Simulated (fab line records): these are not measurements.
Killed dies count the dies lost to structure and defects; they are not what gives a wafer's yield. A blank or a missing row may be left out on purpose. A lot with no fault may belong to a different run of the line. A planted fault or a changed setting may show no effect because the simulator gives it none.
2 desks looking at one fault / flow nandHarc / every desk sees just its own numbers, and what lay behind them comes last

== AT THE TOOL OWNER'S DESK: aclDep-02 ==
The tool's own readings at NHARC_A_CONTACT_DEP_28 (deposits aC, target thk 3600 nm): means of the sampled wafers that have a number, for each lot that ran on this tool. The brackets show how far a lot's mean lies from the usual mean; more than 4 standard deviations puts the lot out of limits, marked OUT.
Columns: A = susceptorTempC at NHARC_A_CONTACT_DEP_28, usual 399.99 C; B = throttleValvePct at NHARC_A_CONTACT_DEP_28, usual 34.999 %
lot=L268; first seen here=day 16 16:55; A=-; B=35.002
lot=L271; first seen here=day 17 17:49; A=399.77; B=34.988
lot=L278; first seen here=day 19 22:38; A=399.97; B=35.000
lot=L281; first seen here=day 20 08:02; A=-; B=35.001
This desk's verdict: no lot among the 4 shows anything out of limits.

== THE DEFECT DESK ==
For each lot, the counts of the inspections along the route, averaged over the sampled wafers that have a number. The brackets show how far a lot's mean lies from the usual mean; more than 4 standard deviations puts the lot out of limits, marked OUT.
Columns: A = rawDefectCount at NHARC_A_CONTACT_INSPECT_44, usual 26
lot=L264; first seen here=day 16 03:49; A=11
lot=L265; first seen here=day 16 19:08; A=37
lot=L268; first seen here=day 16 19:20; A=5
lot=L269; first seen here=day 17 03:46; A=32
lot=L270; first seen here=day 17 06:57; A=12
lot=L271; first seen here=day 17 20:49; A=13
lot=L274; first seen here=day 18 14:13; A=30
lot=L278; first seen here=day 20 00:59; A=322 (+21) OUT
lot=L281; first seen here=day 20 10:43; A=343 (+23) OUT
lot=L285; first seen here=day 21 16:25; A=31
lot=L287; first seen here=day 22 01:46; A=38
lot=L286; first seen here=day 22 07:47; A=39
This desk finds L278, L281 out of limits, L278 being first, at day 20 00:59 (rawDefectCount at NHARC_A_CONTACT_INSPECT_44). L264, L265, L268, L269, L270, L271, L274, L285, L287, L286: within limits.

== TAKEN TOGETHER ==
The defect desk could have raised an alarm at day 20 00:59, on L278, L281.
The desk of the tool owner found nothing out of limits.
The tool owner's desk has L278, L281 on record, within its limits.
The lots listed all ran NHARC_A_CONTACT_DEP_28 on aclDep-02.

== WHAT WAS PUT IN BY THE SIMULATOR ==
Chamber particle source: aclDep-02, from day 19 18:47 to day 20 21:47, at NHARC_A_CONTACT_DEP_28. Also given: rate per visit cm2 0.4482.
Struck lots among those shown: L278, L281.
Hours from the fault's start to each desk's first reading out of limits: the defect desk, 6.
